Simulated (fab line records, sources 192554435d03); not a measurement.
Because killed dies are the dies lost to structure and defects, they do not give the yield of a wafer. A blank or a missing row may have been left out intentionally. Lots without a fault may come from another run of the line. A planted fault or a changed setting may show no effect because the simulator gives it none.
Chamber matching    flow n5Finfet    4 sister chambers for N5_BEOL_M5_ETCH_75 on rieDiel-01
The step etches underlayer in N2/H2, target depth 6.5 nm, time 5.2 s. 8 wafers are shown with their chamber, then 8 later ones without.

WAFERS PAIRED WITH THEIR CHAMBERS
wafer   chamber  showerheadPlenumPTorr (Torr)  drypumpMotorCurrentA (A)
L082.5  1        2.69                          5.8
L087.1  3        2.48                          5.4
L087.2  1        2.69                          5.8
L089.1  3        2.47                          5.4
L088.1  0        2.55                          6.5
L088.4  2        2.60                          5.7
L088.6  0        2.55                          6.4
L090.3  2        2.60                          5.7

WAFERS WITH NO CHAMBER GIVEN
wafer   showerheadPlenumPTorr (Torr)  drypumpMotorCurrentA (A)
L090.4  2.55                          6.5
L090.6  2.55                          6.5
L091.2  2.68                          5.8
L091.4  2.54                          6.4
L091.6  2.59                          5.7
L097.1  2.46                          5.4
L097.2  2.59                          5.7
L097.3  2.54                          6.5

CHAMBER TAKEN BY EACH
wafer   from the rows above  in truth
L090.4  0                    0
L090.6  0                    0
L091.2  1                    1
L091.4  0                    0
L091.6  2                    2
L097.1  3                    3
L097.2  2                    2
L097.3  0                    0
8 of 8 placed correctly. Left unplaced by these rows: 0. Placed wrongly: 0.
How it was worked out, from the rows above alone: a wafer's distance from a chamber is the root of the sum, over the readings, of the square of ((its reading less the chamber's mean) divided by the reading's scatter). If the next closest chamber is less than 2 further off than the closest, the wafer can't be placed; otherwise it belongs to the closest. For every chamber, the mean is computed from those of its wafers that are shown. The scatter is the square root of a quotient: the sum, over the shown wafers, of each reading's squared deviation from its chamber's mean, divided by wafers minus chambers.
